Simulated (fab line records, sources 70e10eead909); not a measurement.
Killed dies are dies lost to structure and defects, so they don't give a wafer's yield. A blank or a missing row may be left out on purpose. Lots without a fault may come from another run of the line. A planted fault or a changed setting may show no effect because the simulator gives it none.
fab line records | flow nand_harc | part 1 of 2: steps 1 to 29 of 41
record lots=5 wafers=15 last_day=23
route steps=1159 shown A_CHANNEL_FILL_D1@497 A_STAIRCASE@519
lots that met no fault: from a run of the same line without faults
start_h: hours from the record's first day to the start of the lot's first wafer shown | wait_h: hours since the lot's step before | " the same as in the row above | L1.1+2: a row that stands for several wafers | - no value, or no start given | * or withheld: withheld | < > ~ a bound
route shown NAME@n: a module of which the file shows steps, and the number in the route of the first | usual: mean/standard deviation of fault-free wafers | same: alike in all rows | chamber/n: place in a boat | sites: the reading at each site | _std_site: their standard deviation | _edge_site: outer sites' mean less inner sites' | radius_mm: how far each site lies from the wafer's centre | mask NAME#n: copy n | behind: the tool/chamber that last shaped the wafer | hold: why the lot was held/for how many hours/how that ended | device: the transistor (n, p or np) that didn't switch | end of line: the same wafers' tests at the end of the route | a step without rows: its recipe alone | killed: dies lost to structure and defects at the first sort, not the wafer's yield | map: a wafer's dies, x killed, . not, _ none there
set.NAME: the setting as run; set.NAME@STEP: as run at that earlier step | model.NAME: the simulator's own value behind a step, which no gauge read
lots at some steps of the route; a table a step, a row a wafer
services: from which hour (start_h, from the record's first day; less than 0 if before it) a tool's chamber was out of use, for how many hours, and why
## steps
# step NHARC_A_CHANNEL_FILL_D1_ANNEAL_17
# recipe temp_c=850 time_s=1800
# columns lot.wafer tool chamber start_h wait_h
L074.1+2+6 furnace-01 0 201.95 -
L075.1+3+6 furnace-07 0 208.53 -
L077.2+3+6 furnace-01 0 216.00 -
L090.2+3+6 furnace-04 0 294.84 -
L093.2+4+6 furnace-04 0 310.40 -
# step NHARC_A_CHANNEL_FILL_D1_CVD_18
# recipe target_thk_a=30 temp_c=550 material=poly-Si
# columns lot.wafer tool chamber start_h wait_h
L074.1+2+6 lpcvd_poly-03 0 208.54 -
L075.1+3+6 lpcvd_poly-02 0 215.12 -
L077.2+3+6 lpcvd_poly-03 0 222.61 -
L090.2+3+6 lpcvd_poly-03 0 303.02 -
L093.2+4+6 lpcvd_poly-01 0 316.75 -
# step NHARC_A_CHANNEL_FILL_D1_ETCHBACK_19
# recipe target_depth_a=50 time_s=1.7 hbr_flow_sccm=150 cl2_flow_sccm=50 rf_w=400 icp_w=400 bias_w=100 chemistry=HBr/Cl2
# usual bias_w=100.00/0.29 drypump_motor_current_A=5.8/0.52 oes_product_au=1.000/0.0095 throttle_valve_pct=26.405/0.0091
# columns lot.wafer tool chamber start_h wait_h bias_w drypump_motor_current_A oes_product_au rf_hours_counter_h throttle_valve_pct
L074.1 rie_si-05 0 210.63 0.4 100.60 5.5 1.000 1.1 26.418
L074.2 " 1 " " 99.36 5.8 0.995 1.2 26.411
L074.6 " 3 " " 99.94 5.0 1.015 - 26.397
L075.3 rie_si-06 3 217.21 0.4 100.30 5.8 0.983 0.2 26.406
L075.1 " 0 " " 99.94 6.7 0.995 0.1 26.416
L075.6 " 1 " " 99.48 6.3 0.996 - 26.416
L077.3 rie_si-05 1 224.66 0.4 99.82 5.8 1.003 1.3 26.407
L077.2 " 2 " " 99.78 5.1 1.014 1.5 26.411
L077.6 " 2 " " 100.22 5.0 1.014 - 26.399
L090.3 rie_si-03 3 305.10 0.4 100.21 5.3 1.000 1.2 26.397
L090.2 " 2 " " 100.25 6.8 1.012 1.2 26.402
L090.6 " 0 " " 100.46 6.2 1.006 - 26.411
L093.4 rie_si-06 2 318.83 0.4 100.26 5.7 0.996 1.3 26.422
L093.2 " 0 " " 99.83 6.7 0.993 1.0 26.410
L093.6 " 3 " " 100.23 5.8 0.992 - 26.412
# step NHARC_A_CHANNEL_FILL_D1_ETCHBACK_20
# recipe target_depth_a=270 time_s=13.5 c4f8_flow_sccm=withheld o2_flow_sccm=8 ar_flow_sccm=withheld rf_w=600 bias_w=1500 chemistry=C4F8/O2/Ar
# usual bias_w=1500/4.8 oes_product_au=0.96/0.036 rf_vpp_V=979/6.1
# columns lot.wafer tool chamber start_h wait_h bias_w oes_product_au rf_hours_counter_h rf_vpp_V
L074.1 rie_diel-10 0 210.73 - 1494 0.94 1 978
L074.2 " 1 " " 1500 0.92 1 990
L074.6 " 1 " " 1498 0.92 - 989
L075.1 rie_diel-10 0 217.32 - 1497 1.00 1 978
L075.3 " 2 " " 1494 0.99 1 971
L075.6 " 3 " " 1490 0.99 - 979
L077.2 rie_diel-10 2 224.79 - 1497 1.00 1 971
L077.3 " 1 " " 1511 1.01 1 989
L077.6 " 3 " " 1499 1.01 - 979
L090.2 rie_diel-09 2 305.24 - 1499 0.99 2 974
L090.3 " 0 " " 1502 0.98 1 985
L090.6 " 2 " " 1493 1.00 - 975
L093.4 rie_diel-10 2 318.97 - 1500 0.91 3 972
L093.2 " 3 " " 1505 0.93 3 979
L093.6 " 0 " " 1496 0.94 - 980
# step NHARC_A_CHANNEL_FILL_D1_STRIP_28
# recipe time_s=20 o2_flow_sccm=500 ar_flow_sccm=0 bias_w=0 chemistry=O2
# usual drypump_motor_current_A=6.0/0.32 oes_product_au=0.999/0.011 rf_vpp_V=57.8/0.82 showerhead_plenum_p_Torr=3.55/0.15 throttle_valve_pct=17.037/0.0083
# same bias_w=0
# columns lot.wafer tool chamber start_h wait_h drypump_motor_current_A oes_product_au rf_hours_counter_h rf_vpp_V showerhead_plenum_p_Torr throttle_valve_pct
L074.1 rie_diel-10 2 210.82 0.1 6.1 1.001 1 57.5 3.36 17.035
L074.2 " 0 " " 6.1 1.002 1 58.2 3.55 17.041
L074.6 " 2 " " 6.0 0.999 - 58.2 3.36 17.029
L075.3 rie_diel-10 1 217.40 0.1 5.8 1.012 1 57.8 3.80 17.039
L075.1 " 2 " " 6.0 1.000 1 58.2 3.36 17.044
L075.6 " 2 " " 6.1 0.994 - 57.6 3.36 17.037
L077.2 rie_diel-10 2 224.90 0.1 6.1 1.007 1 58.4 3.36 17.038
L077.3 " 1 " " 5.7 1.002 1 57.7 3.80 17.025
L077.6 " 2 " " 6.0 0.996 - 56.4 3.36 17.042
L090.2 rie_diel-09 2 305.33 0.1 5.5 0.997 2 56.9 3.42 17.029
L090.3 " 0 " " 6.4 0.994 1 59.1 3.71 17.036
L090.6 " 0 " " 6.4 0.991 - 58.3 3.71 17.031
L093.4 rie_diel-10 2 319.04 0.1 6.1 0.991 3 57.3 3.36 17.050
L093.2 " 1 " " 5.7 0.996 4 59.6 3.80 17.038
L093.6 " 3 " " 6.2 1.019 - 58.5 3.53 17.042
# step NHARC_A_CHANNEL_FILL_D1_PRECLEAN_21
# recipe time_s=30 chemistry=dHF
# columns lot.wafer tool chamber start_h wait_h
L074.2+6+1 wet_bench-02 1,3,4 210.92 -
L075.3+1+6 wet_bench-03 4,7,1 217.50 -
L077.6+3+2 wet_bench-03 2,6,7 225.01 -
L090.2+3+6 wet_bench-02 7,0,1 305.44 -
L093.2+4+6 wet_bench-04 1,2,3 319.14 -
# step NHARC_A_CHANNEL_FILL_D1_SRD_23
# columns lot.wafer tool chamber start_h wait_h
L074.2+6+1 wet_bench-02 1,3,4 210.95 0.0
L075.3+1+6 wet_bench-03 4,7,1 217.53 0.0
L077.6+3+2 wet_bench-03 2,6,7 225.03 0.0
L090.2+3+6 wet_bench-02 7,0,1 305.46 0.0
L093.2+4+6 wet_bench-04 1,2,3 319.17 0.0
# step NHARC_A_CHANNEL_FILL_D1_CVD_05
# recipe target_thk_a=50 temp_c=550 material=poly-Si
# columns lot.wafer tool chamber start_h wait_h
L074.1+2+6 lpcvd_poly-03 0 213.38 2.4
L075.1+3+6 lpcvd_poly-02 0 219.95 2.4
L077.2+3+6 lpcvd_poly-03 0 227.45 2.4
L090.2+3+6 lpcvd_poly-03 0 307.86 2.4
L093.2+4+6 lpcvd_poly-01 0 322.14 3.0
# step NHARC_A_CHANNEL_FILL_D1_ANNEAL_22
# recipe temp_c=620 time_s=7200
# columns lot.wafer tool chamber start_h wait_h
L074.1+2+6 furnace-04 0 218.75 3.5
L075.1+3+6 furnace-01 0 226.37 4.6
L077.2+3+6 furnace-07 0 232.51 3.3
L090.2+3+6 furnace-01 0 312.97 3.3
L093.2+4+6 furnace-01 0 327.26 3.3
# step NHARC_A_CHANNEL_FILL_D1_ALD_25
# recipe target_thk_a=600 pulse_time_s=10 ald_cycles=600 temp_c=300 material=SiOx
# usual heater_power_w=495/36 precursor_pulse_height_rel=1.000/0.019
# columns lot.wafer tool chamber start_h wait_h heater_power_w precursor_pulse_height_rel
L074.2 ald_hk-03 3 222.81 0.1 500 1.000
L074.1 " 0 " " 498 1.001
L074.6 " 3 225.25 2.5 517 1.000
L075.1 ald_hk-02 0 231.06 0.7 527 1.036
L075.3 " 2 232.29 1.9 452 1.010
L075.6 " 3 " " 562 1.004
L077.2 ald_hk-02 2 237.83 1.4 450 0.974
L077.3 " 0 239.05 2.6 509 0.991
L077.6 " 1 " " 490 0.994
L090.2 ald_hk-03 0 318.24 1.3 482 0.988
L090.3 " 1 " " 533 0.991
L090.6 " 2 " " 485 1.036
L093.2 ald_hk-04 3 331.97 0.7 437 1.019
L093.4 " 1 333.18 1.9 445 0.990
L093.6 " 3 334.40 3.1 430 1.034
# step NHARC_A_CHANNEL_FILL_D1_ETCHBACK_08
# recipe target_depth_a=2200 time_s=110 c4f8_flow_sccm=20 ar_flow_sccm=withheld rf_w=600 bias_w=300 chemistry=C4F8
# usual oes_product_au=0.97/0.034 rf_vpp_V=440.9/2.8
# columns lot.wafer tool chamber start_h wait_h oes_product_au rf_hours_counter_h rf_vpp_V
L074.1 rie_diel-10 1 - - 0.93 1 446.6
L074.2 " 2 " " 0.93 1 438.6
L074.6 " 2 " " 0.93 - 438.3
L075.3 rie_diel-10 2 - - 0.92 1 437.4
L075.1 " 0 " " 0.94 1 440.5
L075.6 " 1 " " 0.92 - 445.7
L077.2 rie_diel-09 2 - - 1.00 6 438.8
L077.3 " 3 " " 1.01 6 438.4
L077.6 " 3 " " 1.01 - 440.0
L090.2 rie_diel-10 1 - - 1.00 4 445.5
L090.3 " 0 " " 1.02 3 441.4
L090.6 " 2 " " 0.99 - 438.2
L093.2 rie_diel-10 0 - - 0.93 4 441.7
L093.4 " 2 " " 0.92 4 438.0
L093.6 " 0 " " 0.92 - 442.8
# step NHARC_A_CHANNEL_FILL_D1_STRIP_29
# recipe time_s=20 o2_flow_sccm=500 ar_flow_sccm=0 bias_w=0 chemistry=O2
# usual drypump_motor_current_A=6.0/0.35 oes_product_au=0.999/0.012 rf_vpp_V=57.7/0.89 showerhead_plenum_p_Torr=3.53/0.14 throttle_valve_pct=17.036/0.0091
# same bias_w=0
# columns lot.wafer tool chamber start_h wait_h drypump_motor_current_A oes_product_au rf_hours_counter_h rf_vpp_V showerhead_plenum_p_Torr throttle_valve_pct
L074.1 rie_diel-10 2 228.50 0.2 6.1 0.984 1 57.5 3.36 17.045
L074.2 " 3 " " 6.2 1.009 1 59.0 3.53 17.038
L074.6 " 3 " " 6.2 1.001 - 57.3 3.53 17.050
L075.3 rie_diel-10 1 - - 5.8 1.002 1 59.2 3.80 17.041
L075.1 " 3 " " 6.2 1.020 1 58.8 3.53 17.053
L075.6 " 1 " " 5.7 1.007 - 58.6 3.80 17.004
L077.3 rie_diel-09 3 - - 6.3 1.008 6 59.2 3.50 17.048
L077.2 " 0 " " 6.4 0.980 6 59.3 3.71 17.032
L077.6 " 3 " " 6.3 1.013 - 56.7 3.50 17.045
L090.3 rie_diel-10 2 - - 6.0 0.997 3 57.1 3.36 17.026
L090.2 " 3 " " 6.2 1.009 3 59.3 3.53 17.036
L090.6 " 2 " " 6.0 0.997 - 58.5 3.36 17.043
L093.4 rie_diel-10 3 - - 6.2 1.018 4 56.9 3.53 17.041
L093.2 " 1 " " 5.7 0.993 4 58.8 3.80 17.043
L093.6 " 2 " " 6.0 0.984 - 56.0 3.36 17.025
# step NHARC_A_CHANNEL_FILL_D1_PRECLEAN_30
# recipe time_s=30 chemistry=dHF
# columns lot.wafer tool chamber start_h wait_h
L074.6+2+1 wet_bench-04 0,4,5 228.60 -
L075.6+1+3 wet_bench-04 3,6,0 236.23 -
L077.2+3+6 wet_bench-02 5,1,2 242.98 -
L090.3+2+6 wet_bench-04 1,2,3 322.79 -
L093.2+4+6 wet_bench-02 6,7,3 337.11 -
# step NHARC_A_CHANNEL_FILL_D1_SRD_31
# columns lot.wafer tool chamber start_h wait_h
L074.6+2+1 wet_bench-04 0,4,5 228.63 0.0
L075.6+1+3 wet_bench-04 3,6,0 236.26 0.0
L077.2+3+6 wet_bench-02 5,1,2 243.01 0.0
L090.3+2+6 wet_bench-04 1,2,3 322.81 0.0
L093.2+4+6 wet_bench-02 6,7,3 337.14 0.0
# step NHARC_A_CHANNEL_FILL_D1_CVD_09
# recipe target_thk_a=1500 temp_c=620 pressure_mtorr=200 time_s=3000 material=poly-Si
# columns lot.wafer tool chamber start_h wait_h
L074.1+2+6 lpcvd_poly-02 0 231.06 2.4
L075.1+3+6 lpcvd_poly-02 0 238.69 2.4
L077.2+3+6 lpcvd_poly-01 0 244.70 1.7
L090.2+3+6 lpcvd_poly-01 0 325.06 2.3
L093.2+4+6 lpcvd_poly-01 0 339.63 2.5
# step NHARC_A_CHANNEL_FILL_D1_CMP_10
# recipe target_thk_nm=150
# usual motor_current_A=12.0/1.1 slurry_flow_ml_min=150.0/0.45 time_to_endpoint_s=15.3/2.3
# columns lot.wafer tool chamber start_h wait_h motor_current_A slurry_flow_ml_min time_to_endpoint_s
L074.2 cmp-03 0 234.20 0.4 13.0 150.6 10.5
L074.1 " 3 " " 12.7 150.4 14.8
L074.6 " 0 " " 13.1 150.5 11.2
L075.3 cmp-03 3 241.87 0.4 13.5 150.2 16.6
L075.1 " 1 " " 11.4 150.2 18.1
L075.6 " 0 " " 12.4 149.9 12.0
L077.3 cmp-01 3 247.89 0.4 12.8 150.0 11.0
L077.2 " 1 " " 9.4 149.7 12.5
L077.6 " 3 " " 12.4 150.7 10.1
L090.2 cmp-01 1 328.29 0.4 9.6 151.0 14.0
L090.3 " 2 " " 12.6 150.0 13.9
L090.6 " 3 " " 12.7 149.8 16.4
L093.4 cmp-03 2 342.81 0.4 11.6 150.2 17.5
L093.2 " 0 " " 12.6 150.8 14.8
L093.6 " 1 " " 11.2 150.6 15.6
# step NHARC_A_CHANNEL_FILL_D1_SRD_12
# columns lot.wafer tool chamber start_h wait_h
L074.6+2+1 wet_bench-02 3,4,7 234.49 0.0
L075.1+6+3 wet_bench-03 0,1,2 242.17 0.0
L077.3+2+6 wet_bench-03 6,7,1 248.16 0.0
L090.3+6+2 wet_bench-04 0,4,5 328.53 0.0
L093.6+2+4 wet_bench-03 4,6,7 343.08 0.0
# step NHARC_A_CHANNEL_FILL_D1_RTA_24
# recipe temp_c=1000 time_s=5
# usual lamp_power_pct=31.1/2.6 lamp_zone_2_pct=31.1/2.6 wafer_temp_C_max=1004.0/1.3
# columns lot.wafer tool chamber start_h wait_h lamp_power_pct lamp_zone_2_pct wafer_temp_C_max
L074.1 rtp_anneal-01 0 234.61 0.0 29.5 29.6 1005.2
L074.2 " 0 " " 29.5 29.5 1005.3
L074.6 " 0 " " 29.6 29.5 1004.8
L075.1 rtp_anneal-01 0 242.45 0.2 29.6 29.6 1004.5
L075.3 " 0 " " 29.5 29.6 1005.3
L075.6 " 0 " " 29.5 29.6 1004.1
L077.2 rtp_anneal-02 0 248.42 0.2 35.6 35.5 1002.8
L077.3 " 0 " " 35.6 35.6 1003.8
L077.6 " 0 " " 35.6 35.6 1003.0
L090.2 rtp_anneal-01 0 328.69 0.1 29.6 29.6 1003.5
L090.3 " 0 " " 29.5 29.6 1003.9
L090.6 " 0 " " 29.6 29.6 1005.0
L093.2 rtp_anneal-02 0 343.23 0.1 35.6 35.6 1002.9
L093.4 " 0 " " 35.6 35.6 1001.6
L093.6 " 0 " " 35.6 35.6 1002.7
# step NHARC_A_CHANNEL_FILL_D1_INSPECT_13
# usual raw_defect_count=308/120
# columns lot.wafer tool chamber start_h wait_h raw_defect_count
L074.1 defect_inspect-01 - 234.81 0.2 255
L074.2 " - " " 301
L074.6 " - " " 189
L075.1 defect_inspect-02 - 242.65 0.2 215
L075.3 " - " " 442
L075.6 " - " " 196
L077.2 defect_inspect-01 - 248.59 0.1 278
L077.3 " - " " 347
L077.6 " - " " 483
L090.2 defect_inspect-01 - 328.86 0.1 294
L090.3 " - " " 238
L090.6 " - " " 262
L093.2 defect_inspect-01 - 343.40 0.1 254
L093.4 " - " " 176
L093.6 " - " " 233
# step NHARC_A_STAIRCASE_DEP_156
# recipe target_thk_a=500 temp_c=400 target_thk_nm=50 flow_sccm=200 rf_w=450 material=SiNx
# usual heater_power_w=708/84
# columns lot.wafer tool chamber start_h wait_h heater_power_w
L074.1 pecvd-04 0 234.91 0.1 818
L074.2 " 1 " " 593
L074.6 " 1 " " 603
L075.3 pecvd-04 2 242.75 0.1 652
L075.1 " 0 " " 790
L075.6 " 2 " " 650
L077.2 pecvd-03 0 248.69 0.1 700
L077.3 " 1 " " 719
L077.6 " 0 " " 699
L090.2 pecvd-04 0 328.92 0.1 736
L090.3 " 1 " " 589
L090.6 " 1 " " 587
L093.2 pecvd-04 0 343.53 0.1 820
L093.4 " 1 " " 624
L093.6 " 0 " " 830
# step NHARC_A_STAIRCASE_DEHYDRATE_158
# recipe temp_c=150 time_s=120
# columns lot.wafer tool chamber start_h wait_h
L074.1+2+6 litho_track-03 0 235.15 0.2
L075.1+3+6 litho_track-02 0 242.99 0.2
L077.2+3+6 litho_track-02 0 248.93 0.2
L090.2+3+6 litho_track-02 0 329.20 0.2
L093.2+4+6 litho_track-07 0 343.74 0.2
# step NHARC_A_STAIRCASE_HMDS_159
# recipe time_s=30
# columns lot.wafer tool chamber start_h wait_h
L074.1+2+6 litho_track-03 0 - -
L075.1+3+6 litho_track-02 0 - -
L077.2+3+6 litho_track-02 0 - -
L090.2+3+6 litho_track-02 0 - -
L093.2+4+6 litho_track-07 0 - -
# step NHARC_A_STAIRCASE_COAT_160
# recipe spin_rpm=1200
# columns lot.wafer tool chamber start_h wait_h
L074.1+2+6 litho_track-03 0 - -
L075.1+3+6 litho_track-02 0 - -
L077.2+3+6 litho_track-02 0 - -
L090.2+3+6 litho_track-02 0 - -
L093.2+4+6 litho_track-07 0 - -
# step NHARC_A_STAIRCASE_SOFTBAKE_161
# recipe temp_c=135 time_s=170
# columns lot.wafer tool chamber start_h wait_h
L074.1+2+6 litho_track-03 0 - -
L075.1+3+6 litho_track-02 0 - -
L077.2+3+6 litho_track-02 0 - -
L090.2+3+6 litho_track-02 0 - -
L093.2+4+6 litho_track-07 0 - -
# step NHARC_A_STAIRCASE_EBR_162
# columns lot.wafer tool chamber start_h wait_h
L074.1+2+6 litho_track-03 0 - -
L075.1+3+6 litho_track-02 0 - -
L077.2+3+6 litho_track-02 0 - -
L090.2+3+6 litho_track-02 0 - -
L093.2+4+6 litho_track-07 0 - -
# step NHARC_A_STAIRCASE_EXPOSE_163
# recipe na=0.5 dose_mj=20.01 mask_id=STAIR_OPEN
# columns lot.wafer tool chamber start_h wait_h mask
L074.1+2+6 krf_scanner-04 0 235.48 - STAIR_OPEN#0
L075.1+3+6 krf_scanner-04 0 243.34 - STAIR_OPEN#0
L077.2+3+6 krf_scanner-04 0 249.14 - STAIR_OPEN#0
L090.2+3+6 krf_scanner-01 0 329.68 - STAIR_OPEN#0
L093.2+4+6 krf_scanner-04 0 344.09 - STAIR_OPEN#0
# step NHARC_A_STAIRCASE_PEB_164
# recipe peb_temp_c=115 peb_time_s=130
# same peb_time_s=130
# columns lot.wafer tool chamber start_h wait_h
L074.1+2+6 litho_track-02 0 235.55 0.1
L075.1+3+6 litho_track-07 0 243.40 0.1
L077.2+3+6 litho_track-02 0 249.20 0.1
L090.2+3+6 litho_track-02 0 329.75 0.1
L093.2+4+6 litho_track-03 0 344.15 0.1
# step NHARC_A_STAIRCASE_DEVELOP_165
# recipe time_s=140
# columns lot.wafer tool chamber start_h wait_h
L074.1+2+6 litho_track-02 0 - -
L075.1+3+6 litho_track-07 0 - -
L077.2+3+6 litho_track-02 0 - -
L090.2+3+6 litho_track-02 0 - -
L093.2+4+6 litho_track-03 0 - -
# step NHARC_A_STAIRCASE_HARDBAKE_167
# recipe temp_c=120 time_s=140
# columns lot.wafer tool chamber start_h wait_h
L074.1+2+6 litho_track-03 0 235.76 -
L075.1+3+6 litho_track-07 0 243.64 -
L077.2+3+6 litho_track-03 0 249.42 -
L090.2+3+6 litho_track-02 0 329.97 -
L093.2+4+6 litho_track-03 0 344.37 -
